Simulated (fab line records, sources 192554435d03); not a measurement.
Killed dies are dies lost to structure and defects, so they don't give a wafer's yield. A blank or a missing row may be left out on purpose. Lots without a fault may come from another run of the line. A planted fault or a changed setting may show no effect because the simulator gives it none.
One fault seen from 2 desks | flow n5_finfet | each desk has only its own numbers; what lay behind them comes last

THE TOOL OWNER'S DESK: litho_track-02
The tool's own readings at N5_BEOL_M7_COAT_05 (resist thk 90 nm): means of the sampled wafers that have a number, for each lot that ran on this tool. A lot is out of limits, marked OUT, if its mean lies more than 4 standard deviations from the usual mean; the brackets give that distance.
Columns: A = spin_speed_rpm at N5_BEOL_M7_COAT_05, usual 1500.0 rpm
lot  | first seen here | A
L911 | day 9 08:29     | 1500.4
L918 | day 11 12:51    | 1499.6
L919 | day 11 13:45    | 1500.1
L926 | day 13 21:37    | 1605.6 (+99 or more) OUT
L928 | day 14 00:05    | 1605.0 (+99 or more) OUT
This desk's finding: out of limits on L926, L928; first on L926, day 13 21:37 (spin_speed_rpm at N5_BEOL_M7_COAT_05). In limits: L911, L918, L919.

THE METROLOGY DESK
What the gauges read, lot by lot, whatever tool the lot ran on: means of the sampled wafers that have a number. A lot is out of limits, marked OUT, if its mean lies more than 4 standard deviations from the usual mean; the brackets give that distance.
Columns: A = cd_nm at N5_BEOL_M6_CD_MEAS_35, usual 39.9 nm
lot  | first seen here | A
L908 | day 8 14:08     | 39.1
L909 | day 8 17:35     | 39.8
L910 | day 8 17:59     | 40.6
L911 | day 9 04:46     | 39.7
L914 | day 10 04:53    | 40.3
L918 | day 11 08:19    | 39.6
L919 | day 11 10:18    | 40.0
L921 | day 12 10:38    | 39.6
L926 | day 13 14:57    | 40.1
L928 | day 13 17:38    | 40.1
L929 | day 13 18:01    | 39.5
L930 | day 14 22:44    | 39.6
L931 | day 15 10:09    | 40.1
This desk's finding: nothing out of limits on any of the 13 lots.

PUT TOGETHER
The tool owner's desk could have raised an alarm at day 13 21:37, on L926, L928.
The metrology desk saw nothing out of limits.
The metrology desk has L926, L928 on record, within its limits.
Of the lots named, all ran N5_BEOL_M7_COAT_05 on litho_track-02.

WHAT THE SIMULATOR HAD PUT IN
Process parameter drift: litho_track-02, from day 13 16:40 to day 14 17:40, at N5_BEOL_M7_COAT_05. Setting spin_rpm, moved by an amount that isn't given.
Lots struck among those shown: L926, L928.
Hours from the fault's start to each desk's first reading out of limits: the tool owner's desk, 5.
